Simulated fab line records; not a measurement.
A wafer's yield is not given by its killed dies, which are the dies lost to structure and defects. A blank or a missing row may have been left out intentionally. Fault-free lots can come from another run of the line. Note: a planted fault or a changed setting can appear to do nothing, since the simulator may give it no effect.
Which tool was responsible?	flow n5 finfet	24 lots, 72 wafers sampled, at 5 steps of a route of 1938

WHAT THE GAUGES SHOWED, per wafer
N5_BEOL_M8_CD_MEAS_35 targets a cd of 40 nm. Usual: cd nm at 40.0 nm, with a standard deviation of 0.75.
lot	measured	on	cd nm (nm)	flag
L074	day 9 04:40	cd sem-01	41.5 40.0 39.8	
L075	day 9 09:44	cd sem-02	40.9 39.2 41.2	
L077	day 9 19:55	cd sem-02	40.3 39.5 39.5	
L076	day 9 19:43	cd sem-02	39.7 40.2 38.6	
L079	day 10 10:12	cd sem-02	40.3 39.3 40.5	
L078	day 10 10:28	cd sem-02	40.1 40.6 40.2	
L080	day 11 01:28	cd sem-03	40.9 41.0 39.9	
L081	day 11 09:55	cd sem-01	39.4 40.2 41.0	
L082	day 11 15:17	cd sem-02	40.3 39.4 41.6	
L083	day 11 18:35	cd sem-03	40.7 41.8 39.6	
L084	day 12 04:25	cd sem-01	40.9 38.7 39.1	
L085	day 12 05:14	cd sem-02	39.4 41.3 39.9	
L086	day 12 20:29	cd sem-03	39.5 40.2 40.6	
L088	day 13 05:22	cd sem-02	39.8 40.1 40.3	
L087	day 13 11:27	cd sem-01	40.0 39.6 39.3	
L090	day 13 15:22	cd sem-03	38.7 38.8 39.5	
L089	day 13 21:53	cd sem-03	40.3 39.5 40.8	
L091	day 14 06:50	cd sem-03	40.2 41.3 41.2	
L092	day 14 06:46	cd sem-03	39.6 39.1 39.0	
L094	day 14 08:49	cd sem-02	39.9 39.8 39.2	
L095	day 14 09:33	cd sem-02	39.7 40.6 39.3	
L093	day 14 20:15	cd sem-02	39.1 39.9 38.8	
L096	day 15 13:49	cd sem-01	39.9 39.4 39.9	
L097	day 16 01:38	cd sem-01	39.9 39.8 39.2	

N5_BEOL_M8_INSPECT_58: inspects for defects (darkfield). Usual: raw defect count at 73, with a standard deviation of 27.
lot	measured	on	raw defect count	flag
L074	day 9 07:24	defect inspect-02	91 100 98	
L075	day 9 12:28	defect inspect-02	99 115 78	
L077	day 9 22:46	defect inspect-01	41 72 40	
L076	day 9 22:32	defect inspect-01	54 87 56	
L079	day 10 14:50	defect inspect-02	47 71 74	
L078	day 10 15:01	defect inspect-02	40 43 40	
L080	day 11 04:54	defect inspect-02	71 140 101	
L081	day 11 12:05	defect inspect-02	50 47 60	
L082	day 11 17:14	defect inspect-02	66 45 65	
L083	day 11 20:51	defect inspect-02	88 66 90	
L084	day 12 06:47	defect inspect-02	74 112 63	
L085	day 12 07:26	defect inspect-02	62 59 61	
L086	day 13 00:23	defect inspect-02	63 66 149	
L088	day 13 07:43	defect inspect-02	50 53 75	
L087	day 13 13:49	defect inspect-02	67 71 84	
L090	day 13 20:46	defect inspect-02	40 35 38	
L089	day 14 00:50	defect inspect-02	73 44 39	
L091	day 14 09:56	defect inspect-01	54 71 64	
L092	day 14 09:16	defect inspect-02	56 40 74	
L094	day 14 12:59	defect inspect-01	43 64 47	
L095	day 14 13:40	defect inspect-02	136 82 84	
L093	day 14 23:52	defect inspect-02	86 110 57	
L096	day 15 16:30	defect inspect-01	92 123 87	
L097	day 16 05:34	defect inspect-01	99 86 190	

EACH LOT AND THE TOOL THAT RAN IT (in order: tool; ch and the chambers of the sampled wafers; start)
lot	N5_BEOL_M8_PECVD_70	N5_BEOL_M8_ETCH_66	N5_BEOL_M8_DEP_56
L074	pecvd-02 ch 1,2, day 9 01:26	rie diel-02 ch 0,2, day 9 04:10	pecvd-03 ch 0,2, day 9 07:17
L075	pecvd-02 ch 0,1,2, day 9 07:17	rie diel-01 ch 0,3, day 9 09:13	pecvd-01 ch 0,1, day 9 12:22
L077	pecvd-01 ch 0,2, day 9 16:37	rie diel-01 ch 0,2, day 9 19:25	pecvd-02 ch 1,2, day 9 22:40
L076	pecvd-03 ch 0,1, day 9 16:53	rie diel-02 ch 0,1,3, day 9 19:12	pecvd-02 ch 0,1,2, day 9 22:26
L079	pecvd-03 ch 0,1, day 10 05:00	rie diel-02 ch 0,1,3, day 10 09:42	pecvd-01 ch 0,2, day 10 14:44
L078	pecvd-02 ch 0,1,2, day 10 05:20	rie diel-01 ch 0,2,3, day 10 09:57	pecvd-03 ch 0,1, day 10 14:53
L080	pecvd-02 ch 0,1,2, day 10 16:55	rie diel-04 ch 1,2,3, day 11 00:58	pecvd-01 ch 1,2, day 11 04:48
L081	pecvd-02 ch 1,2, day 11 05:10	rie diel-04 ch 0,2,3, day 11 09:24	pecvd-01 ch 1,2, day 11 11:59
L082	pecvd-02 ch 1,2, day 11 12:53	rie diel-01 ch 0,1,3, day 11 14:47	pecvd-01 ch 0,1, day 11 17:08
L083	pecvd-03 ch 1,2, day 11 14:26	rie diel-01 ch 0,1,2, day 11 18:05	pecvd-02 ch 0,1, day 11 20:46
L084	pecvd-01 ch 0,1,2, day 11 20:30	rie diel-01 ch 0,2,3, day 12 03:55	pecvd-03 ch 1,2, day 12 06:42
L085	pecvd-02 ch 1,2, day 11 20:56	rie diel-01 ch 1,2, day 12 04:44	pecvd-02 ch 0,1,2, day 12 07:20
L086	pecvd-01 ch 0,1,2, day 12 13:29	rie diel-02 ch 0,2, day 12 19:59	pecvd-03 ch 0,1,2, day 12 23:37
L088	pecvd-03 ch 0,1,2, day 12 23:54	rie diel-02 ch 1,2,3, day 13 04:52	pecvd-01 ch 0,1,2, day 13 07:37
L087	pecvd-01 ch 0,2, day 13 01:06	rie diel-01 ch 0,3, day 13 10:56	pecvd-02 ch 0,2, day 13 13:43
L090	pecvd-01 ch 0,1,2, day 13 09:00	rie diel-04 ch 0,3, day 13 14:52	pecvd-02 ch 0,1,2, day 13 20:41
L089	pecvd-02 ch 0,1, day 13 18:02	rie diel-04 ch 0,1, day 13 21:23	pecvd-03 ch 0,1, day 14 00:44
L091	pecvd-03 ch 0,1,2, day 14 03:40	rie diel-01 ch 1,2, day 14 06:20	pecvd-03 ch 0,1,2, day 14 09:51
L092	pecvd-02 ch 0,1, day 14 03:56	rie diel-04 ch 0,1,3, day 14 06:16	pecvd-01 ch 0,1,2, day 14 09:10
L094	pecvd-03 ch 0,1,2, day 14 05:12	rie diel-02 ch 0,2,3, day 14 08:19	pecvd-01 ch 0,1,2, day 14 12:53
L095	pecvd-01 ch 0,1,2, day 14 05:58	rie diel-04 ch 0,1,3, day 14 09:02	pecvd-01 ch 0,1,2, day 14 13:35
L093	pecvd-01 ch 0,1, day 14 13:26	rie diel-01 ch 0,2,3, day 14 19:44	pecvd-02 ch 0,2, day 14 23:47
L096	pecvd-02 ch 1,2, day 15 10:51	rie diel-01 ch 0,2, day 15 13:19	pecvd-03 ch 1,2, day 15 16:25
L097	pecvd-03 ch 0,1, day 15 21:40	rie diel-02 ch 1,2, day 16 01:08	pecvd-02 ch 0,1,2, day 16 05:29
- N5_BEOL_M8_PECVD_70: deposits SiO2 from TEOS/O2, target thk 20 nm, time 22.7 s.
- N5_BEOL_M8_ETCH_66: etches SOC in N2/H2, target depth 80 nm, overetch 16 nm, time 120 s.
- N5_BEOL_M8_DEP_56: deposits SiCN from 3MS/NH3, target thk 10 nm, time 17.5 s.

WHAT THE TOOLS THEMSELVES READ (means of the sampled wafers that have a number; where no wafer has one, the mark that the record gives instead)
N5_BEOL_M8_PECVD_70. Usual: heater power w 711 W, standard deviation 60; showerhead plenum p Torr 8.80 Torr, standard deviation 0.051; throttle valve pct 22.1 %, standard deviation 0.79.
lot	tool	heater power w (W)	showerhead plenum p Torr (Torr)	throttle valve pct (%)	flag
L074	pecvd-02	720	8.76	22.6	
L075	pecvd-02	692	8.75	22.8	
L077	pecvd-01	670	8.78	21.9	
L076	pecvd-03	758	8.88	21.7	
L079	pecvd-03	698	8.86	21.5	
L078	pecvd-02	760	8.77	22.7	
L080	pecvd-02	737	8.76	22.6	
L081	pecvd-02	751	8.76	22.7	
L082	pecvd-02	727	8.76	22.8	
L083	pecvd-03	717	8.85	20.9	
L084	pecvd-01	680	8.81	21.8	
L085	pecvd-02	701	8.76	22.7	
L086	pecvd-01	698	8.81	21.9	
L088	pecvd-03	738	8.85	21.4	
L087	pecvd-01	636	8.80	21.8	
L090	pecvd-01	699	8.80	21.9	
L089	pecvd-02	799	8.79	23.3	
L091	pecvd-03	646	8.87	21.4	
L092	pecvd-02	709	8.78	23.0	
L094	pecvd-03	725	8.86	21.5	
L095	pecvd-01	653	8.81	21.9	
L093	pecvd-01	720	8.81	21.8	
L096	pecvd-02	723	8.76	22.9	
L097	pecvd-03	762	8.88	21.9	

N5_BEOL_M8_ETCH_66. Usual: drypump motor current A 5.6 A, standard deviation 0.43; oes product au 0.62 a.u., standard deviation 0.051; rf vpp V 524.1 V, standard deviation 2; showerhead plenum p Torr 2.55 Torr, standard deviation 0.073; throttle valve pct 17.62 %, standard deviation 0.17.
lot	tool	drypump motor current A (A)	oes product au (a.u.)	rf vpp V (V)	showerhead plenum p Torr (Torr)	throttle valve pct (%)	flag
L074	rie diel-02	6.2	0.67	522.6	2.48	17.49	
L075	rie diel-01	5.4	0.57	525.2	2.61	17.63	
L077	rie diel-01	5.7	0.59	526.0	2.62	17.68	
L076	rie diel-02	5.9	0.61	522.4	2.47	17.72	
L079	rie diel-02	5.9	0.60	522.2	2.47	17.74	
L078	rie diel-01	5.4	0.60	525.4	2.59	17.63	
L080	rie diel-04	5.3	0.67	526.1	2.64	17.69	
L081	rie diel-04	5.5	0.67	524.3	2.55	17.67	
L082	rie diel-01	5.3	0.59	525.0	2.59	17.53	
L083	rie diel-01	5.6	0.61	525.4	2.60	17.57	
L084	rie diel-01	5.4	0.59	525.2	2.59	17.67	
L085	rie diel-01	5.6	0.65	523.8	2.58	17.44	
L086	rie diel-02	6.2	0.65	521.6	2.47	17.54	
L088	rie diel-02	5.9	0.59	521.6	2.47	17.62	
L087	rie diel-01	5.1	0.55	524.7	2.57	17.65	
L090	rie diel-04	5.8	0.67	523.0	2.51	17.64	
L089	rie diel-04	5.6	0.66	524.3	2.55	17.68	
L091	rie diel-01	5.6	0.63	525.4	2.57	17.48	
L092	rie diel-04	5.6	0.66	525.9	2.59	17.70	
L094	rie diel-02	6.2	0.60	521.8	2.47	17.75	
L095	rie diel-04	5.6	0.66	524.7	2.59	17.68	
L093	rie diel-01	5.4	0.57	523.6	2.58	17.71	
L096	rie diel-01	5.6	0.59	525.4	2.58	17.75	
L097	rie diel-02	5.7	0.59	521.7	2.45	17.52	

N5_BEOL_M8_DEP_56. Usual: showerhead plenum p Torr 3.672 Torr, standard deviation 0.011; throttle valve pct 8.9 %, standard deviation 0.32.
lot	tool	showerhead plenum p Torr (Torr)	throttle valve pct (%)	flag
L074	pecvd-03	3.684	9.1	
L075	pecvd-01	3.683	8.8	
L077	pecvd-02	3.664	9.3	
L076	pecvd-02	3.666	9.2	
L079	pecvd-01	3.670	8.8	
L078	pecvd-03	3.681	8.9	
L080	pecvd-01	3.671	8.8	
L081	pecvd-01	3.674	8.9	
L082	pecvd-01	3.673	8.7	
L083	pecvd-02	3.673	9.5	
L084	pecvd-03	3.674	8.5	
L085	pecvd-02	3.659	9.3	
L086	pecvd-03	3.674	8.6	
L088	pecvd-01	3.668	9.1	
L087	pecvd-02	3.656	9.2	
L090	pecvd-02	3.659	9.3	
L089	pecvd-03	3.685	8.7	
L091	pecvd-03	3.681	8.8	
L092	pecvd-01	3.675	8.8	
L094	pecvd-01	3.675	8.9	
L095	pecvd-01	3.672	8.7	
L093	pecvd-02	3.654	9.0	
L096	pecvd-03	3.679	8.6	
L097	pecvd-02	3.665	9.4	

THE ANSWER, worked out from the rows above alone
Rule: a lot counts as off when the mean over its wafers that have a number is more than 3 standard deviations away from the usual mean. Also off: a lot with no number at a reading for which 4 or more lots have one. Where the step has rows for the other lots, those lots are counted as sound. After the gauges, taken in route order, come the tools' own readings; for these a lot's mean is taken, as printed above. The first step at which some lot is off is used, and at that step the reading that is off furthest; a lot without a number counts as furthest.
Nothing can be told from this: no lot is off at any reading shown.

WHAT HAD BEEN PUT IN BY THE SIMULATOR
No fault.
